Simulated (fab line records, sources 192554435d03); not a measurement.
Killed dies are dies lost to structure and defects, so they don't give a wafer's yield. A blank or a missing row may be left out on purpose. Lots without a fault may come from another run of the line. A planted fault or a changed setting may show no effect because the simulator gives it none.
Split-lot experiment | flow n5_finfet | 7 lots, 21 wafers read, on a route of 1938 steps

THE SPLIT
At N5_ZERO_LAYER_EXPOSE_08 (exposes mask ZERO, defocus 0 nm, target cd 2000 nm), the setting dose_mj was moved away from the recipe's 16.2 on 6 of the 21 wafers read, by -7.5% to +6.6%. The other wafers ran this setting at the recipe's value.

FROM THE SPLIT TO THE READING: what the file shows between them, 3 steps
- N5_ZERO_LAYER_PEB_09 (also split here: peb_time_s)
- N5_ZERO_LAYER_DEVELOP_10: develop time 60 s
- N5_ZERO_LAYER_HARDBAKE_23: time 120 s

THE READING
cd_nm, in nm, at N5_ZERO_LAYER_CD_MEAS_11 (target cd 2000 nm). Fault-free wafers of this fab line usually give 1999.6 nm, standard deviation 1.8 nm.

wafer  | tool, chamber at the split | dose_mj as run | against the recipe | cd_nm, nm | against lot-mates on the recipe
L075.1 | krf_scanner-02, 0          | 17.27          | +6.6%              | 2014.1    | +11.9
L075.3 | krf_scanner-02, 0          | 16.2           | recipe             | 2004.1    | -
L075.5 | krf_scanner-02, 0          | 16.2           | recipe             | 2000.2    | -
L076.1 | krf_scanner-01, 0          | 17.01          | +5.0%              | 2008.8    | +5.6
L076.3 | krf_scanner-01, 0          | 16.2           | recipe             | 2003.2    | -
L076.4 | krf_scanner-01, 0          | 17.01          | +5.0%              | 2008.1    | +4.9
L077.2 | krf_scanner-02, 0          | 14.99          | -7.5%              | 1984.7    | -13.3
L077.3 | krf_scanner-02, 0          | 16.2           | recipe             | 1999.1    | -
L077.6 | krf_scanner-02, 0          | 16.2           | recipe             | 1997.0    | -
L079.4 | krf_scanner-01, 0          | 15.64          | -3.5%              | 1989.9    | -6.1
L079.5 | krf_scanner-01, 0          | 15.64          | -3.5%              | 1994.0    | -2.0
L079.6 | krf_scanner-01, 0          | 16.2           | recipe             | 1996.0    | -
L080.1 | krf_scanner-01, 0          | 16.2           | recipe             | 2005.5    | -
L080.3 | krf_scanner-01, 0          | 16.2           | recipe             | 2001.9    | -
L080.4 | krf_scanner-01, 0          | 16.2           | recipe             | 2003.2    | -
L082.4 | krf_scanner-01, 0          | 16.2           | recipe             | 2003.3    | -
L082.5 | krf_scanner-01, 0          | 16.2           | recipe             | 2005.5    | -
L082.6 | krf_scanner-01, 0          | 16.2           | recipe             | 2007.8    | -
L088.2 | krf_scanner-02, 0          | 16.2           | recipe             | 1997.4    | -
L088.4 | krf_scanner-02, 0          | 16.2           | recipe             | 2001.0    | -
L088.5 | krf_scanner-02, 0          | 16.2           | recipe             | 1998.7    | -

THE FIT
A straight line over all 21 wafers: cd_nm changes by +1.99 nm for each +1% of dose_mj; r = +0.88; the points scatter about the line by 3.3 nm.
The same after taking each lot's own level away (the mean of its wafers on the recipe; 21 wafers): +1.5 nm for each +1%; r = +0.93; scatter 1.8 nm.
On that fit, the largest move of dose_mj shifts the reading by 11 nm.
The lots' own levels span 1996.00 to 2005.53 nm, that is 5.3 times the standard deviation above.
So the lot-to-lot level changes the slope: the two fits differ.
Check: with one of the wafers moved furthest among these (-7.5%) left out of the fit, the line predicts -10 nm for it against its lot-mates. It came out at -13.3 nm against them.

OTHER SPLITS ON THESE WAFERS
These wafers also went through other splits before the reading. Each is held against what the fit with the lots' levels taken away leaves over:
other split on the same wafers  | wafers away from the commonest value | r with cd_nm (lot level and that fit taken away)
N5_ZERO_LAYER_PECVD_02 time_s   | 8                                    | +0.45
N5_ZERO_LAYER_COAT_05 spin_rpm  | 9                                    | +0.13
N5_ZERO_LAYER_PEB_09 peb_time_s | as run: not given for these wafers   | -

THE WHOLE CHAIN: every reading that the file lists as answering this split, in the file's order
step                     | what it does                                        | reading                                                           | change (the file's fit)              | r (the file's)
N5_ZERO_LAYER_CD_MEAS_11 | target cd 2000 nm                                   | cd_nm                                                             | +1.6 nm for each +1% of the setting  | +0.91
N5_ZERO_LAYER_ETCH_17    | etches SiO2 in CF4, target depth 12 nm, time 13.3 s | ZERO_LAYER.cd_nm (the simulator's own value, which no gauge read) | +1.65 nm for each +1% of the setting | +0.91

THE FILE'S OWN FIT
cd_nm changes by +1.6 nm for each +1% of dose_mj, r = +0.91.
